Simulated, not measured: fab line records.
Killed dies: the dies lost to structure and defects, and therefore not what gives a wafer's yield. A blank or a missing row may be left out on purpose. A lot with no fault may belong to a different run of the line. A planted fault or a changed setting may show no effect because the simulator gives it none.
Chamber matching / flow n5_finfet / rie_diel-02 running N5_BEOL_M0_SAQP_ETCH_84: 4 sister chambers
The step etches SOC in N2/H2, target depth 100 nm, overetch 20 nm, time 150 s. 14 wafers are shown with their chamber, then 7 later ones without.

EACH WAFER AND ITS CHAMBER
wafer=L078.3; chamber=0; showerhead_plenum_p_Torr (Torr)=2.40; drypump_motor_current_A (A)=6.5; throttle_valve_pct (%)=17.97
wafer=L078.4; chamber=3; showerhead_plenum_p_Torr (Torr)=2.60; drypump_motor_current_A (A)=5.9; throttle_valve_pct (%)=17.71
wafer=L078.5; chamber=3; showerhead_plenum_p_Torr (Torr)=2.60; drypump_motor_current_A (A)=5.9; throttle_valve_pct (%)=17.70
wafer=L074.1; chamber=3; showerhead_plenum_p_Torr (Torr)=2.60; drypump_motor_current_A (A)=5.9; throttle_valve_pct (%)=17.70
wafer=L074.5; chamber=1; showerhead_plenum_p_Torr (Torr)=2.55; drypump_motor_current_A (A)=5.9; throttle_valve_pct (%)=18.12
wafer=L074.6; chamber=2; showerhead_plenum_p_Torr (Torr)=2.60; drypump_motor_current_A (A)=5.3; throttle_valve_pct (%)=17.78
wafer=L084.1; chamber=3; showerhead_plenum_p_Torr (Torr)=2.60; drypump_motor_current_A (A)=5.9; throttle_valve_pct (%)=17.75
wafer=L084.2; chamber=2; showerhead_plenum_p_Torr (Torr)=2.60; drypump_motor_current_A (A)=5.2; throttle_valve_pct (%)=17.78
wafer=L084.6; chamber=0; showerhead_plenum_p_Torr (Torr)=2.40; drypump_motor_current_A (A)=6.5; throttle_valve_pct (%)=18.00
wafer=L085.2; chamber=1; showerhead_plenum_p_Torr (Torr)=2.54; drypump_motor_current_A (A)=5.9; throttle_valve_pct (%)=18.17
wafer=L085.3; chamber=2; showerhead_plenum_p_Torr (Torr)=2.60; drypump_motor_current_A (A)=5.2; throttle_valve_pct (%)=17.78
wafer=L085.6; chamber=3; showerhead_plenum_p_Torr (Torr)=2.60; drypump_motor_current_A (A)=5.9; throttle_valve_pct (%)=17.73
wafer=L090.1; chamber=1; showerhead_plenum_p_Torr (Torr)=2.54; drypump_motor_current_A (A)=5.9; throttle_valve_pct (%)=18.17
wafer=L090.4; chamber=3; showerhead_plenum_p_Torr (Torr)=2.60; drypump_motor_current_A (A)=5.9; throttle_valve_pct (%)=17.75

SIGNATURES, as means of the wafers listed above
reading=showerhead_plenum_p_Torr; chamber 0=2.4000; chamber 1=2.5433; chamber 2=2.6000; chamber 3=2.6000; scatter within a chamber=0.00258
reading=drypump_motor_current_A; chamber 0=6.500; chamber 1=5.900; chamber 2=5.233; chamber 3=5.900; scatter within a chamber=0.0258
reading=throttle_valve_pct; chamber 0=17.9850; chamber 1=18.1533; chamber 2=17.7800; chamber 3=17.7233; scatter within a chamber=0.022
Rule: for a wafer and a chamber, the distance is found by dividing, reading by reading, the gap between the wafer's reading and the chamber's mean by the reading's scatter, squaring, summing and taking the root. If the next closest chamber is less than 2 further off than the closest, the wafer can't be placed; otherwise it belongs to the closest. The scatter: take each reading less its chamber's mean, square it, sum over the shown wafers, divide by the number of wafers less the number of chambers, and take the root.

WAFERS WITHOUT THEIR CHAMBER
wafer=L090.5; showerhead_plenum_p_Torr (Torr)=2.60; drypump_motor_current_A (A)=5.9; throttle_valve_pct (%)=17.75
wafer=L091.3; showerhead_plenum_p_Torr (Torr)=2.54; drypump_motor_current_A (A)=5.9; throttle_valve_pct (%)=18.18
wafer=L091.5; showerhead_plenum_p_Torr (Torr)=2.59; drypump_motor_current_A (A)=5.9; throttle_valve_pct (%)=17.75
wafer=L091.6; showerhead_plenum_p_Torr (Torr)=2.60; drypump_motor_current_A (A)=5.2; throttle_valve_pct (%)=17.80
wafer=L094.1; showerhead_plenum_p_Torr (Torr)=2.59; drypump_motor_current_A (A)=5.9; throttle_valve_pct (%)=17.77
wafer=L094.2; showerhead_plenum_p_Torr (Torr)=2.54; drypump_motor_current_A (A)=5.9; throttle_valve_pct (%)=18.20
wafer=L094.5; showerhead_plenum_p_Torr (Torr)=2.59; drypump_motor_current_A (A)=5.3; throttle_valve_pct (%)=17.80

WHICH CHAMBER EACH WENT THROUGH
wafer=L090.5; from the rows above=3; in truth=3
wafer=L091.3; from the rows above=1; in truth=1
wafer=L091.5; from the rows above=3; in truth=3
wafer=L091.6; from the rows above=2; in truth=2
wafer=L094.1; from the rows above=3; in truth=3
wafer=L094.2; from the rows above=1; in truth=1
wafer=L094.5; from the rows above=2; in truth=2
7 of 7 placed correctly. From these rows, 0 cannot be placed. Placed wrongly: 0.
